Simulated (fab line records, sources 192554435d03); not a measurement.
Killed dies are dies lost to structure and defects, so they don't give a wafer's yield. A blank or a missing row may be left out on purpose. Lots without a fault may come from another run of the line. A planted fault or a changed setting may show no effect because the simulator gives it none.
Which tool did it? | flow n5_finfet | 10 lots, 30 wafers sampled, at 1 step of a route of 1938

WHAT THE GAUGES READ, wafer by wafer
N5_BEOL_M7_CD_MEAS_18: pitch 80 nm, target cd 40 nm.
lot  | measured     | on        | cd_nm (nm)
L131 | day 9 08:10  | cd_sem-02 | 39.7 40.1 39.0
L133 | day 9 10:37  | cd_sem-03 | 39.7 39.3 39.5
L135 | day 10 13:56 | cd_sem-02 | 39.3 39.3 39.6
L144 | day 12 21:37 | cd_sem-03 | 40.6 40.0 40.3
L143 | day 13 00:35 | cd_sem-01 | 40.6 40.2 40.1
L145 | day 13 01:37 | cd_sem-03 | 40.6 40.2 39.8
L146 | day 13 04:47 | cd_sem-03 | 40.1 40.7 39.9
L150 | day 14 01:13 | cd_sem-02 | 40.4 40.1 40.3
L149 | day 14 07:26 | cd_sem-03 | 41.0 40.6 40.8
L152 | day 14 15:38 | cd_sem-03 | 40.0 40.1 40.0

WHICH TOOL RAN EACH LOT (tool, then ch and the chambers of the sampled wafers, then the start)
The record holds no process step before these readings.

WHAT THE TOOLS THEMSELVES READ (means of the sampled wafers that have a number; where no wafer has one, the mark that the record gives instead)
The record holds no such reading with a usual standard deviation.

THE ANSWER, worked out from the rows above alone
Rule: what is usual is taken from the lots themselves. Put in order of their means at a reading, lots are off if they are a third of the lots or fewer, leave a main group of 4 or more, and stand apart from it by a gap of 3 or more times the standard deviation of the main group's means; of several such gaps the widest counts. A main group whose means are all the same, to the digits that the tables above print for the reading, isn't used. A lot without any number at a reading at which 4 lots or more have one is off too. The other lots that the step has rows for count as sound. The gauges are gone through in route order, then the tools' own readings, and for those a lot's mean is taken as printed above. The first step at which some lot is off is used, and at that step the reading that is off furthest; a lot without a number counts as furthest.
No lot is off at any reading shown: from this, nothing can be told.

WHAT THE SIMULATOR HAD PUT IN
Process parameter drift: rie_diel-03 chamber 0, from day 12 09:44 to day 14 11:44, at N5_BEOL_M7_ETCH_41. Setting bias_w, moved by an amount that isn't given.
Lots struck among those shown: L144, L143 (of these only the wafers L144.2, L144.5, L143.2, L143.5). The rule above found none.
